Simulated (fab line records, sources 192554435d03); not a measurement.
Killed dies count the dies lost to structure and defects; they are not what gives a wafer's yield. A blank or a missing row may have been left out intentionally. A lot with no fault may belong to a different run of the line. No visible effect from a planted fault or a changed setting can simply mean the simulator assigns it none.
fab line records	flow n5_finfet
record lots=5	wafers=14	last_day=17
route steps=1938 shown SD_ACTIVATION@330 ILD0@335 SDB@347 MOL_CONTACT_COAG@558 BEOL_M4@1111 PASSIVATION@1936
lots that met no fault: taken from a fault-free run of the same line
start_h: hours from the record's first day to the start of the lot's first wafer shown	wait_h: hours from the lot's prior step to this one	" repeats the value in the row above	L1.1+2: a single row standing in for several wafers	- no value, or no start given	* or withheld: withheld	< > ~ a bound
route shown NAME@n: a module of which the file shows steps, and the number in the route of the first	usual: the fault-free wafers' mean and standard deviation	same: alike in all rows	chamber/n: place in a boat	sites: each site's reading	_std_site: how widely they spread, as a standard deviation	_edge_site: the outer-site mean with the inner-site mean subtracted	radius_mm: how far each site lies from the wafer's centre	mask NAME#n: copy n	behind: tool/chamber where the wafer was last shaped	hold: reason for holding the lot/hours on hold/outcome of the hold	device: names the non-switching transistor (n, p or np)	end of line: the route-end tests of the same wafers	a step with no rows: only its recipe	killed: the dies lost at the first sort to structure and to defects; this is not the yield of the wafer	map: per-die view of a wafer (x killed, . not killed, _ where there is no die)
set.NAME: the setting that was run; set.NAME@STEP: the one run at that earlier step	model.NAME: the simulator's own value behind a step, which no gauge read
lots seen at some steps along the route; tables by step, rows by wafer
services: when a tool's chamber went out of use (start_h, in hours from the record's first day, below 0 if earlier), for how many hours, and the reason
## steps
# step N5_SD_ACTIVATION_RTA_00
# recipe temp_c=975	time_s=0	ambient=N2	idle_temp_c=600	ramp_up_c_per_s=150	ramp_down_c_per_s=60	cool_to_c=600
# step N5_SD_ACTIVATION_LSA_01
# recipe temp_c=1080	time_s=0.0008	ambient=N2
# step N5_ILD0_LINER_00
# recipe material=SiNx	target_thk_a=40	temp_c=400	ald_precursor_family=SiH2I2	ald_co_reactant=N2/H2-plasma	pulse_time_s=1	purge_time_s=2	co_reactant_purge_time_s=2	ald_cycles=80	pressure_torr=2
# step N5_ILD0_FCVD_FILL_01
# recipe material=SiO2_flowable	target_thk_a=2000	temp_c=100	pressure_torr=0.8	rf_w=2000	time_s=328.3
# step N5_ILD0_CURE_02
# recipe temp_c=450	time_s=1800	ambient=steam	idle_temp_c=400	ramp_up_c_per_min=5	ramp_down_c_per_min=3	densification_p_h2o_torr=640
# step N5_ILD0_CMP_03
# recipe stop_on=SiNx	t_overpolish_s=1.9	post_cmp_clean=alkaline_brush	down_force_psi=4.1491	platen_rpm=51.796	pad_velocity_m_s=1.0306	target_thk_nm=197.38
# step N5_ILD0_CMP_07
# recipe stop_on=poly-Si	material=SiO2_flowable	t_overpolish_s=1.18	post_cmp_clean=alkaline_brush	down_force_psi=4.1491	platen_rpm=51.796	pad_velocity_m_s=1.0306	target_thk_nm=138.88
# step N5_ILD0_PRECLEAN_10
# recipe chemistry=NF3:NH3	afs_cycles=5	time_s=20	temp_c=30	sublimation_temp_c=180	sublimation_time_s=60	pressure_torr=3	rf_power_w=30
# usual time_s=20/0
lot.wafer	tool	chamber	start_h	wait_h	time_s	model.SiO2_flowable_of_ILD0_FCVD_FILL_01.thk_nm
L360.2	remote_plasma-02	1	87.17	0.1	20	120.4
L360.6	"	1	"	"	20	120.2
L365.2	remote_plasma-02	0	117.72	0.1	16.965	122.6
L365.3	"	0	"	"	16.965	123.6
L365.5	"	0	"	"	16.965	124.4
L367.1	remote_plasma-02	0	128.77	0.0	16.965	122.2
L367.3	"	0	"	"	16.965	123
L367.6	"	0	"	"	16.965	122.4
L369.1	remote_plasma-02	1	140.67	0.1	16.965	122.6
L369.3	"	1	"	"	16.965	121.6
L369.5	"	1	"	"	16.965	123
L371.2	remote_plasma-01	1	157.97	0.1	20	119.6
L371.4	"	1	"	"	20	122
L371.5	"	1	"	"	20	122
# step N5_ILD0_ALD_15
# recipe material=SiNx	target_thk_a=240	temp_c=400	ald_precursor_family=SiH2I2	ald_co_reactant=N2/H2-plasma	pulse_time_s=1	ald_cycles=480	purge_time_s=2	co_reactant_purge_time_s=2	pressure_torr=2
# step N5_ILD0_CMP_12
# recipe stop_on=poly-Si	material=SiNx	t_overpolish_s=6	post_cmp_clean=alkaline_brush	down_force_psi=2.5	platen_rpm=51.8	pad_velocity_m_s=1.0307	target_thk_nm=17.67
# step N5_SDB_HM_DEP_00
# recipe material=SiNx	target_thk_a=400	temp_c=400	precursor=SiH4/NH3/N2	pressure_torr=1.5	rf_w=300	time_s=35.3
# step N5_SDB_COAT_03
# recipe resist=SOC	temp_c=250	time_s=60	spin_rpm=1500	resist_thk_nm=100
# step N5_SDB_COAT_04
# recipe resist=SiARC	temp_c=220	time_s=60	spin_rpm=1500	resist_thk_nm=18
# step N5_SDB_COAT_05
# recipe resist=CAR-ArF	spin_rpm=1500	resist_thk_nm=90
# step N5_SDB_EBR_07
# recipe solvent=PGMEA	ebr_width_mm=1.5
# step N5_SDB_SOFTBAKE_06
# recipe temp_c=110	time_s=60	resist=CAR-ArF
# step N5_SDB_EXPOSE_08
# recipe mask_id=SDB	na=1.35	source_shape=conventional	sigma_outer=0.5	polarization=unpolarized	dose_mj=49.6
# step N5_SDB_PEB_09
# recipe peb_temp_c=withheld	peb_time_s=60	resist=CAR-ArF
# step N5_SDB_DEVELOP_10
# recipe develop_time_s=30	developer=TMAH	resist=CAR-ArF	rinse_liquid=diw	dry=air_spin	dev_temp_c=23
# step N5_SDB_DESCUM_16
# recipe chemistry=O2	time_s=7.9	source_power_w=50	bias_power_w=20	pressure_mtorr=20	rf_frequency_hz=2.712e+07	temp_c=40	resist=CAR-ArF	o2_flow_sccm=225
# step N5_SDB_ETCH_17
# recipe chemistry=CF4	target=SiARC	target_depth_a=234	mask_material=CAR-ArF	time_s=39	ion_energy_ev=80	pressure_mtorr=40	source_w=545	bias_w=36	Ar_flow_sccm=100	cf4_flow_sccm=100	ends=cleared
# step N5_SDB_ETCH_18
# recipe chemistry=N2/H2	target=SOC	target_depth_a=1000	overetch_a=200	mask_material=SiARC	temp_c=40	time_s=150	ion_energy_ev=200	pressure_mtorr=30	source_w=840	bias_w=150	n2_flow_sccm=200	h2_flow_sccm=200
# step N5_SDB_STRIP_19
# recipe chemistry=N2/H2	temp_c=40	n2_flow_sccm=200	h2_flow_sccm=200	rf_frequency_hz=6e+07
# step N5_SDB_STRIP_21
# recipe chemistry=CF4	resist=SiARC	power_w=300	bias_power_w=75	pressure_mtorr=50	cf4_flow_sccm=150	rf_frequency_hz=6e+07
# step N5_SDB_HM_OPEN_20
# recipe chemistry=CH3F/O2	target=SiNx	mask_material=SOC	target_depth_a=240	stop_on=poly-Si	over_etch_frac=0.4	ion_energy_ev=120	pressure_mtorr=30	source_w=395	bias_w=73	Ar_flow_sccm=150	CH3F_flow_sccm=30	O2_flow_sccm=20
# step N5_SDB_STRIP_22
# recipe chemistry=N2/H2	power_w=1000	temp_c=250	h2_frac=0.65	overash_fraction=0.3	pressure_mtorr=withheld	n2_flow_sccm=1750	h2_flow_sccm=3250
# step N5_SDB_PRECLEAN_23
# recipe chemistry=dHF	time_s=30	temp_c=25	dilution=withheld
# step N5_SDB_DUMMY_REMOVE_24
# recipe chemistry=TMAH	temp_c=70	target=poly-Si	stop_on=SiO2	target_depth_nm=142	conc_wt_pct=5	time_s=57	dry=ipa_marangoni	rinse_time_s=30	rinse_temp_c=23
# step N5_SDB_ETCH_25
# recipe chemistry=C4F6/O2	target=SiO2	target_depth_a=100	time_s=3.3	ion_energy_ev=250	mask_material=SiNx	pressure_mtorr=30	source_w=345	bias_w=185	Ar_flow_sccm=300	C4F6_flow_sccm=10	O2_flow_sccm=10
# step N5_SDB_CUT_ETCH_26
# recipe chemistry=HBr/Cl2/O2	target=Si	target_depth_a=1296	bt_time_s=20	mask_material=SiNx	time_s=51.8	ion_energy_ev=*	bias_w=*	pressure_mtorr=10	icp_w=800	HBr_flow_sccm=150	Cl2_flow_sccm=80	O2_flow_sccm=12
# step N5_SDB_PRECLEAN_38
# recipe chemistry=dHF	time_s=10	dilution=750:1	temp_c=25
# step N5_SDB_PRECLEAN_39
# recipe chemistry=O3/DIW	time_s=45	temp_c=22	o3_ppm=10
# step N5_MOL_CONTACT_COAG_WET_ETCH_116
# recipe chemistry=SC1-inhibited	target_depth_nm=4.6	dry=ipa_marangoni	rinse_time_s=30	rinse_temp_c=23
# usual rinse_temp_c=23.00/0.11
lot.wafer	tool	chamber	start_h	wait_h	rinse_temp_c	model.SiO2_flowable_of_ILD0_FCVD_FILL_01.thk_nm
L360.2	wet_bench-04	7	118.99	0.0	23.08	112.2
L360.6	"	1	"	"	22.89	112.2
L365.2	wet_bench-04	5	150.00	0.0	23.12	114.4
L365.3	"	1	"	"	22.81	115.2
L365.5	"	0	"	"	22.95	116
L367.1	wet_bench-04	6	162.53	0.0	22.99	113.8
L367.3	"	2	"	"	23.17	114.6
L367.6	"	1	"	"	22.97	114
L369.1	wet_bench-02	1	173.61	0.0	22.95	114.2
L369.3	"	3	"	"	22.85	113.4
L369.5	"	5	"	"	22.89	114.6
L371.2	wet_bench-06	3	192.33	0.0	23.25	111.4
L371.4	"	6	"	"	23.00	113.8
L371.5	"	0	"	"	23.12	113.8
# step N5_BEOL_M4_RC_MEAS_101
# usual DIBL_N=36.4/1.9	DIBL_P=35.8/2.1	IOFF_N=0.158/0.029	IOFF_P=0.21/0.035	ION_N=676/14	ION_P=465/9.7	SS_N=71.5/0.66	SS_P=73.4/0.7	VT_N=249.8/3	VT_P=-250/3.3
lot.wafer	tool	chamber	start_h	wait_h	DIBL_N[mV/V]	DIBL_P[mV/V]	IOFF_N[nA/um]	IOFF_P[nA/um]	ION_N[uA/um]	ION_P[uA/um]	SS_N[mV/dec]	SS_P[mV/dec]	VT_N[mV]	VT_P[mV]
L360.2	prober-02	0	211.39	0.5	36.3	36.5	0.146	0.19	672	460	71.4	73.6	250.9	-252
L360.6	"	0	"	"	39.0	39.5	0.190	0.24	672	463	71.8	74.7	248.9	-252
L365.2	prober-01	0	244.30	0.2	38.2	39.4	0.208	0.31	688	478	72.1	75.0	244.0	-241
L365.3	"	0	"	"	35.5	35.9	0.141	0.23	675	464	71.6	73.7	250.7	-246
L365.5	"	0	"	"	35.4	35.4	0.134	0.22	672	478	71.4	73.6	252.3	-247
L367.1	prober-01	0	261.42	0.0	37.8	35.2	0.151	0.22	683	471	71.0	72.9	250.4	-248
L367.3	"	0	"	"	40.6	38.5	0.198	0.29	683	471	72.2	74.6	246.2	-243
L367.6	"	0	"	"	38.2	35.6	0.163	0.23	692	475	70.8	73.0	246.3	-249
L371.2	prober-02	0	282.90	0.2	35.9	34.9	0.151	0.19	669	455	72.1	73.4	251.3	-253
L371.4	"	0	"	"	36.2	34.9	0.159	0.19	688	460	71.7	73.7	248.0	-254
L371.5	"	0	"	"	38.4	37.4	0.201	0.23	692	465	72.4	73.8	245.1	-250
L369.1	prober-01	0	286.17	0.0	36.1	36.2	0.151	0.20	664	458	71.5	73.2	252.1	-252
L369.3	"	0	"	"	40.0	39.8	0.241	0.25	682	453	73.3	73.7	248.2	-250
L369.5	"	0	"	"	37.9	37.1	0.184	0.22	676	459	72.8	73.2	249.1	-251
# step N5_PASSIVATION_PROBE_49
# usual defect_limited_yield=91.3/1.3	killed_at_M0_to_M3=34/9.1	killed_at_M4_up=14/5.6	killed_at_contacts=13/5.9	killed_at_front_end=39/11	killed_at_other=3.6/3	killed_dies=102/16	killed_on_rim=13/4	killed_open=68/12	killed_short=33/7.3	sort_bin_5_function=5.2/0.89	sort_bin_6_memory=3.2/0.68	sort_n_pass=1078/16	sort_yield_pct=91.3/1.3
# same gross_dies=1180	killed_at_back_side=0	sort_bin_4_leakage[%]=0	sort_bin_8_speed[%]=0
lot.wafer	tool	chamber	start_h	wait_h	defect_limited_yield[%]	killed_at_M0_to_M3	killed_at_M4_up	killed_at_contacts	killed_at_front_end	killed_at_other	killed_dies	killed_on_rim	killed_open	killed_short	sort_bin_5_function[%]	sort_bin_6_memory[%]	sort_n_pass	sort_yield_pct[%]
L360.2	prober-02	-	319.34	0.1	90.9	42	12	2	45	6	107	12	61	45	5.8	2.8	1073	90.9
L360.6	prober-02	-	319.54	0.3	90.9	45	16	11	32	3	107	11	84	22	5.7	3.4	1073	90.9
L365.2	prober-02	-	348.84	0.1	88.7	28	13	6	84	2	133	26	73	49	5.6	4.1	1047	88.7
L365.3	prober-02	-	348.89	0.1	88.6	37	18	17	60	2	134	17	96	37	6.7	4.2	1046	88.6
L365.5	prober-02	-	348.99	0.2	87.1	57	16	16	63	0	152	22	101	51	7.1	5.4	1028	87.1
L367.1	prober-01	-	368.32	0.0	89.7	42	13	13	46	8	122	19	72	42	5.9	3.6	1058	89.7
L367.3	prober-01	-	368.42	0.1	89.8	29	21	7	62	1	120	13	82	36	6.1	4.0	1060	89.8
L367.6	prober-01	-	368.57	0.3	90.5	26	32	6	41	7	112	15	71	40	4.8	4.0	1068	90.5
L371.2	prober-02	-	385.18	0.1	92.1	27	10	15	39	2	93	11	67	26	4.9	2.7	1087	92.1
L371.4	prober-02	-	385.28	0.2	91.3	41	12	16	34	0	103	12	66	37	5.8	2.7	1077	91.3
L371.5	prober-02	-	385.33	0.2	90.5	43	11	22	34	2	112	18	76	35	5.3	3.6	1068	90.5
L369.1	prober-02	-	399.13	0.0	93.5	35	11	14	16	1	77	12	53	24	3.5	2.8	1103	93.5
L369.3	prober-02	-	399.23	0.1	93.0	32	11	10	23	7	83	12	58	24	4.5	2.4	1097	93.0
L369.5	prober-02	-	399.33	0.2	92.3	24	10	22	29	6	91	17	57	32	4.0	3.7	1089	92.3
# killed by level:class
L360.2 BEOL_M0_SAQP:geometric_particle:short=12 FIN_SAQP:geometric_particle:short=10 FIN_SAQP:geometric_particle:open=8 BEOL_M3:geometric_particle:open=8 STI_FIN_REVEAL:geometric_particle:open=7 BEOL_M0_SAQP:geometric_particle:open=7 BEOL_M2:geometric_particle:open=5 STARTING-WAFER:geometric_particle:short=4
L360.6 BEOL_M0_SAQP:geometric_particle:open=17 STI_FIN_REVEAL:geometric_particle:open=12 MOL_CONTACT_COAG:geometric_particle:open=10 BEOL_M1:geometric_particle:open=9 FIN_SAQP:geometric_particle:open=7 BEOL_M0_SAQP:geometric_particle:short=6 BEOL_M3:geometric_particle:open=6 BEOL_M4:geometric_particle:open=6
L365.2 FIN_SAQP:geometric_particle:open=18 GATE_CUT:geometric_particle:short=17 FIN_SAQP:geometric_particle:short=11 HKMG_FIN:area_etch=11 STI_FIN_REVEAL:geometric_particle:open=10 BEOL_M0_SAQP:geometric_particle:open=9 BEOL_M2:geometric_particle:open=7 BEOL_M4:geometric_particle:open=7
L365.3 STI_FIN_REVEAL:geometric_particle:open=19 MOL_CONTACT_COAG:geometric_particle:open=15 BEOL_M2:geometric_particle:open=13 GATE_CUT:geometric_particle:short=9 FIN_SAQP:geometric_particle:open=8 BEOL_M4:geometric_particle:open=7 GATE_CUT:geometric_particle:open=6 BEOL_M1:geometric_particle:open=6
L365.5 FIN_SAQP:geometric_particle:open=17 FIN_SAQP:geometric_particle:short=17 MOL_CONTACT_COAG:geometric_particle:open=14 BEOL_M3:geometric_particle:open=12 BEOL_M1:geometric_particle:open=10 BEOL_M2:geometric_particle:open=9 BEOL_M0_SAQP:geometric_particle:open=9 STI_FIN_REVEAL:geometric_particle:open=7
L367.1 FIN_SAQP:geometric_particle:short=17 BEOL_M2:geometric_particle:open=14 FIN_SAQP:geometric_particle:open=12 MOL_CONTACT_COAG:geometric_particle:open=9 BEOL_M0_SAQP:geometric_particle:open=9 BEOL_M0_SAQP:geometric_particle:short=8 BEOL_M4:geometric_particle:open=6 STI_FIN_REVEAL:geometric_particle:open=5
L367.3 FIN_SAQP:geometric_particle:open=27 FIN_SAQP:geometric_particle:short=16 BEOL_M4:geometric_particle:open=15 BEOL_M2:geometric_particle:open=8 DUMMY_GATE:geometric_particle:open=6 MOL_CONTACT_COAG:geometric_particle:open=5 BEOL_M0_SAQP:geometric_particle:short=5 BEOL_M0_SAQP:geometric_particle:open=4
L367.6 BEOL_M4:geometric_particle:open=19 FIN_SAQP:geometric_particle:short=15 FIN_SAQP:geometric_particle:open=12 BEOL_M0_SAQP:geometric_particle:open=8 BEOL_M0_SAQP:geometric_particle:short=8 BEOL_M5:geometric_particle:open=5 MOL_CONTACT_COAG:geometric_particle:open=5 STARTING-WAFER:geometric_particle:open=5
L371.2 MOL_CONTACT_COAG:geometric_particle:open=13 STI_FIN_REVEAL:geometric_particle:open=9 GATE_CUT:geometric_particle:short=8 BEOL_M1:geometric_particle:open=8 BEOL_M2:geometric_particle:open=7 FIN_SAQP:geometric_particle:open=6 BEOL_M3:geometric_particle:open=5 GATE_CUT:geometric_particle:open=4
L371.4 BEOL_M0_SAQP:geometric_particle:short=12 MOL_CONTACT_COAG:geometric_particle:open=12 BEOL_M0_SAQP:geometric_particle:open=10 FIN_SAQP:geometric_particle:short=9 STI_FIN_REVEAL:geometric_particle:open=9 BEOL_M2:geometric_particle:open=8 MOL_CONTACT_COAG:geometric_particle:short=4 DUMMY_GATE:geometric_particle:open=4
L371.5 MOL_CONTACT_COAG:geometric_particle:open=17 BEOL_M0_SAQP:geometric_particle:open=14 STI_FIN_REVEAL:geometric_particle:open=12 BEOL_M0_SAQP:geometric_particle:short=10 BEOL_M2:geometric_particle:open=9 DUMMY_GATE:geometric_particle:open=7 BEOL_M5:geometric_particle:open=6 MOL_CONTACT_COAG:geometric_particle:short=5
L369.1 MOL_CONTACT_COAG:geometric_particle:open=9 BEOL_M0_SAQP:geometric_particle:short=8 BEOL_M1:geometric_particle:open=8 BEOL_M0_SAQP:geometric_particle:open=7 BEOL_M3:geometric_particle:open=6 DUMMY_GATE:geometric_particle:open=5 MOL_CONTACT_COAG:geometric_particle:short=5 BEOL_M2:geometric_particle:open=4
L369.3 BEOL_M0_SAQP:geometric_particle:short=11 FIN_SAQP:geometric_particle:open=8 MOL_CONTACT_COAG:geometric_particle:open=8 BEOL_M2:geometric_particle:open=6 BEOL_M0_SAQP:geometric_particle:open=6 BEOL_M3:geometric_particle:open=5 STI_FIN_REVEAL:geometric_particle:open=4 BEOL_M1:geometric_particle:open=4
L369.5 MOL_CONTACT_COAG:geometric_particle:open=15 FIN_SAQP:geometric_particle:open=9 FIN_SAQP:geometric_particle:short=8 MOL_CONTACT_COAG:geometric_particle:short=7 BEOL_M0_SAQP:geometric_particle:short=6 BEOL_M2:geometric_particle:open=6 BEOL_M0_SAQP:geometric_particle:open=5 BEOL_M1:geometric_particle:open=5
## services
tool	chamber	start_h	hours	kind
remote_plasma-02	-	168.14	0.8	repair
wet_bench-02	-	176.56	0.5	repair
## key
first_sign step=N5_ILD0_PRECLEAN_10	reading=time_s	direction=down	sigmas=99+	usual=*	struck=*
effect none on later readings
model_effect step=N5_ILD0_PRECLEAN_10	value=SiO2_flowable_of_ILD0_FCVD_FILL_01.thk_nm	without=120.4	struck=122.8
model_effect step=N5_MOL_CONTACT_COAG_WET_ETCH_116	value=SiO2_flowable_of_ILD0_FCVD_FILL_01.thk_nm	without=112.3	struck=114.5
met_at N5_ILD0_PRECLEAN_10
struck_wafers L365.2,L365.3,L365.5,L367.1,L367.3,L367.6,L369.1,L369.3,L369.5
baseline_loss step=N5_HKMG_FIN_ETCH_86	wafers=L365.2
onset_between 87.17 117.72
fault kind=process_parameter_drift	tool=remote_plasma-02	chamber=-	onset_h=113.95	steps=N5_ILD0_PRECLEAN_10	channel=time_s	offset=*	shape=step	end_h=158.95	acts_in=*	stated=*
# baseline_loss: these wafers lose ten dies or more at that step, a loss of the line's own and not of a fault; the sort's usual values leave them out
